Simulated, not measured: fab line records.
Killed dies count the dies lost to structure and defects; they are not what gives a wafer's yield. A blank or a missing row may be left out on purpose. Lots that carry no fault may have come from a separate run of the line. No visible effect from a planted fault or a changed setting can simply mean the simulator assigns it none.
Matching of chambers || flow n5_finfet || N5_BEOL_M7_STRIP_19 on rie_diel-06: 4 sister chambers
The step strips in O2. 4 wafers are shown with their chamber, then 12 later ones without.

WAFERS WITH THEIR CHAMBER
{"wafer": "L086.2", "chamber": 1, "drypump_motor_current_A (A)": 6.5}
{"wafer": "L089.1", "chamber": 0, "drypump_motor_current_A (A)": 6.5}
{"wafer": "L089.3", "chamber": 2, "drypump_motor_current_A (A)": 5.6}
{"wafer": "L089.4", "chamber": 3, "drypump_motor_current_A (A)": 5.9}

WAFERS WITH NO CHAMBER GIVEN
{"wafer": "L094.1", "drypump_motor_current_A (A)": 6.5}
{"wafer": "L094.2", "drypump_motor_current_A (A)": 6.5}
{"wafer": "L094.3", "drypump_motor_current_A (A)": 5.6}
{"wafer": "L094.4", "drypump_motor_current_A (A)": 5.8}
{"wafer": "L094.5", "drypump_motor_current_A (A)": 5.8}
{"wafer": "L094.6", "drypump_motor_current_A (A)": 5.6}
{"wafer": "L097.1", "drypump_motor_current_A (A)": 5.6}
{"wafer": "L097.2", "drypump_motor_current_A (A)": 5.9}
{"wafer": "L097.3", "drypump_motor_current_A (A)": 6.5}
{"wafer": "L097.4", "drypump_motor_current_A (A)": 6.5}
{"wafer": "L097.5", "drypump_motor_current_A (A)": 6.6}
{"wafer": "L097.6", "drypump_motor_current_A (A)": 5.9}

CHAMBER TAKEN BY EACH
{"wafer": "L094.1", "from the rows above": "can't be placed: 0 or 1", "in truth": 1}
{"wafer": "L094.2", "from the rows above": "can't be placed: 0 or 1", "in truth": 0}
{"wafer": "L094.3", "from the rows above": 2, "in truth": 2}
{"wafer": "L094.4", "from the rows above": "can't be placed: 3 or 2", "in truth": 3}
{"wafer": "L094.5", "from the rows above": "can't be placed: 3 or 2", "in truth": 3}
{"wafer": "L094.6", "from the rows above": 2, "in truth": 2}
{"wafer": "L097.1", "from the rows above": 2, "in truth": 2}
{"wafer": "L097.2", "from the rows above": 3, "in truth": 3}
{"wafer": "L097.3", "from the rows above": "can't be placed: 0 or 1", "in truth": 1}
{"wafer": "L097.4", "from the rows above": "can't be placed: 0 or 1", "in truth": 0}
{"wafer": "L097.5", "from the rows above": "can't be placed: 0 or 1", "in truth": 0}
{"wafer": "L097.6", "from the rows above": 3, "in truth": 3}
Placed correctly: 5 of 12. From these rows, 7 cannot be placed; in 7 the true chamber is one of the candidates. Wrongly placed: 0.
How it was worked out, from the rows above alone: a wafer's distance from a chamber is the root of the sum, over the readings, of the square of ((its reading less the chamber's mean) divided by the reading's scatter). If the next closest chamber is less than 2 further off than the closest, the wafer can't be placed; otherwise it belongs to the closest. For every chamber, the mean is computed from those of its wafers that are shown. The scatter: root of mean squared gap, hidden wafer to nearest shown wafer, with one shown wafer a chamber.
